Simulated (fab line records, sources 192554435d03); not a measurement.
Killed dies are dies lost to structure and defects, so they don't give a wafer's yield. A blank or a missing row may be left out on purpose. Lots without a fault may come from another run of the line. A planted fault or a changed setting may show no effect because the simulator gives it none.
Chamber matching | flow n5_finfet | N5_STI_FIN_REVEAL_ALD_14 on ald_sin-04: 4 sister chambers
The step deposits Si3N4, target thk 3 nm. 22 wafers are shown with their chamber, then 11 later ones without.

WAFERS WITH THEIR CHAMBER
wafer  | chamber | heater_power_w (W)
L074.3 | 3       | 931
L074.4 | 0       | 890
L074.6 | 2       | 871
L075.1 | 0       | 902
L075.3 | 2       | 878
L075.5 | 2       | 900
L076.3 | 1       | 762
L076.5 | 3       | 953
L076.6 | 2       | 900
L078.3 | 3       | 931
L078.5 | 2       | 853
L078.6 | 3       | 911
L079.2 | 0       | 893
L079.3 | 3       | 913
L079.6 | 2       | 853
L085.2 | 2       | 893
L085.3 | 1       | 766
L085.4 | 0       | 907
L086.1 | 0       | 864
L086.2 | 1       | 764
L086.3 | 2       | 876
L087.1 | 2       | 895

SIGNATURES (means of the wafers above)
reading        | chamber 0 | chamber 1 | chamber 2 | chamber 3 | scatter within a chamber
heater_power_w | 891.20    | 764.00    | 879.89    | 927.80    | 16.7
Rule: a wafer's distance from a chamber is the root of the sum, over the readings, of the square of ((its reading less the chamber's mean) divided by the reading's scatter). The wafer belongs to the nearest chamber; if the next one is less than 2 further off, it can't be placed. The scatter: the root of (the sum of the squares of (reading less its chamber's mean) over the shown wafers, divided by (wafers less chambers)).

WAFERS WITHOUT THEIR CHAMBER
wafer  | heater_power_w (W)
L087.4 | 772
L087.5 | 758
L089.3 | 876
L089.4 | 798
L089.6 | 883
L091.2 | 883
L091.4 | 789
L091.5 | 926
L097.2 | 905
L097.3 | 896
L097.5 | 788

WHICH CHAMBER EACH WENT THROUGH
wafer  | from the rows above          | in truth
L087.4 | 1                            | 1
L087.5 | 1                            | 1
L089.3 | can't be placed: 2 or 0      | 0
L089.4 | 1                            | 1
L089.6 | can't be placed: 2 or 0      | 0
L091.2 | can't be placed: 2 or 0      | 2
L091.4 | 1                            | 1
L091.5 | can't be placed: 3 or 0      | 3
L097.2 | can't be placed: 0 or 3 or 2 | 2
L097.3 | can't be placed: 0 or 2 or 3 | 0
L097.5 | 1                            | 1
Placed correctly: 5 of 11. Can't be placed from these rows: 6 (the true chamber is among the candidates in 6). Placed wrongly: 0.
